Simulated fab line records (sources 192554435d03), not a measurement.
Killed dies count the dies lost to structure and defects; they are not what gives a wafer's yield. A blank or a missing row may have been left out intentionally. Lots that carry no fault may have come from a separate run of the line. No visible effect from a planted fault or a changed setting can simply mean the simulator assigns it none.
Struck lot and sound lot, side by side ; flow n5 finfet ; 36 out of 1938 route steps
Sound: these wafers, L201.3, L201.4, L201.6. The struck wafers were L191.1, L191.2, L191.5. The cause is given at the end.
Order at every step that has rows: each side's tool, ch and its chambers, its first start. Under that, the readings that differ: sound wafers ; struck wafers ; difference of the means ; sigmas: that difference in standard deviations of wafers without a fault.
alike: a reading whose means differ by less than 2 such deviations, as well as words and numbers matching on both sides. not compared: withheld readings; readings where some wafer has no value; bounds like >300 that might hide an equal value; numbers whose values overlap and for which the record gives no deviation.
A row with sigmas, a row that says differs or no value, or rows on one side alone: a step with any of these is where the two part. When numbers do not overlap yet have no deviation, they are printed without sigmas and do not part them. A reading missing from all wafers of one side parts the sides only when that side holds two or more wafers.

first, 9 steps without rows for these wafers: N5_WELL_APT_COAT_02 (resist thk 950 nm); N5_WELL_APT_EBR_04; N5_WELL_APT_SOFTBAKE_03 (time 60 s); N5_WELL_APT_EXPOSE_05 (exposes mask NWELL, defocus 0 nm, target cd 200 nm); N5_WELL_APT_PEB_06 (peb time 90 s); N5_WELL_APT_DEVELOP_07 (develop time 45 s); N5_WELL_APT_HARDBAKE_12 (time 120 s); N5_WELL_APT_DESCUM_13 (chemistry O2, time 7.9 s); N5_WELL_APT_IMPLANT_14.
N5_WELL_APT_IMPLANT_15:
  sound on implanter-02 ch 0, day 5 09:14; struck on implanter-01 ch 0, day 2 20:13
reading;sound;struck;difference;sigmas
dose ions cm2;1.4989e+13 1.4979e+13 1.4999e+13;2.2974e+13 2.2989e+13 2.2991e+13;+7.9957e+12;+99 or more
faraday current uA;184 190 193;286 287 277;+94;+26
  alike: beam energy keV, beam on s, tilt deg
then, 25 steps without rows for these wafers: N5_WELL_APT_STRIP_16 (strips in SPM, time 900 s); N5_WELL_APT_HMDS_18 (time 60 s); N5_WELL_APT_COAT_19 (resist thk 950 nm); N5_WELL_APT_EBR_21; N5_WELL_APT_SOFTBAKE_20 (time 60 s); N5_WELL_APT_EXPOSE_22 (exposes mask PWELL, defocus 0 nm, target cd 200 nm); N5_WELL_APT_PEB_23 (peb time 90 s); N5_WELL_APT_DEVELOP_24 (develop time 45 s); N5_WELL_APT_HARDBAKE_29 (time 120 s); N5_WELL_APT_DESCUM_30 (chemistry O2, time 7.9 s); N5_WELL_APT_IMPLANT_31; N5_WELL_APT_IMPLANT_32; N5_WELL_APT_STRIP_33 (strips in SPM, time 900 s); N5_WELL_APT_RTA_34 (time 10 s); N5_WELL_APT_OXIDE_STRIP_42 (strips SiO2 in dHF, time 45 s, target depth 12 nm); N5_WELL_APT_PRECLEAN_36 (cleans in O3/DIW, time 45 s); N5_WELL_APT_PRECLEAN_39 (cleans in dHF, time 60 s); N5_WELL_APT_SRD_37 (time 30 s); N5_WELL_APT_EPI_41 (deposits Si from SiH4/H2, target thk 50 nm, time 297.7 s); N5_PMOS_HMC_CHANNEL_EPI_HM_DEP_34 (deposits SiO2 from TEOS/O2, target thk 36 nm, time 6.9 s); N5_PMOS_HMC_CHANNEL_EPI_COAT_31 (time 60 s, resist thk 66 nm); N5_PMOS_HMC_CHANNEL_EPI_COAT_03 (resist thk 205 nm); N5_PMOS_HMC_CHANNEL_EPI_EBR_05; N5_PMOS_HMC_CHANNEL_EPI_SOFTBAKE_04 (time 60 s); N5_PMOS_HMC_CHANNEL_EPI_EXPOSE_06 (exposes mask PMOS HMC BLK, target cd 240 nm).
-- a jump in the record: the struck wafers' starts before and after are 7 days apart (it breaks off in module PMOS_HMC_CHANNEL_EPI and resumes in module BEOL_M4, where the first step shown is number 1111 of the route) --
N5_BEOL_M4_RC_MEAS_101:
  sound on prober-02 ch 0, day 12 14:24; struck on prober-01 ch 0, day 9 16:26
reading;sound;struck;difference;sigmas
CJ_P;5.77 5.70 5.74;7.37 7.56 7.32;+1.68;+11
IOFF_P_LONG (nA/um);9.6e-05 9.3e-05 9.4e-05;0.000146 0.000152 0.000141;+0.000052;+6
  alike: DIBL_N, DIBL_P, IOFF_N, IOFF_P, ION_N, ION_P, SS_N, SS_P, VT_N, VT_P

== WHERE THEY PART ==
Earliest at N5_WELL_APT_IMPLANT_15; latest, in this record, at N5_BEOL_M4_RC_MEAS_101.

WHY: whatever the simulator had introduced
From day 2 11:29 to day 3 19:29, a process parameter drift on implanter-01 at N5_WELL_APT_IMPLANT_15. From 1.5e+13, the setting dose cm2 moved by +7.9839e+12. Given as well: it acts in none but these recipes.
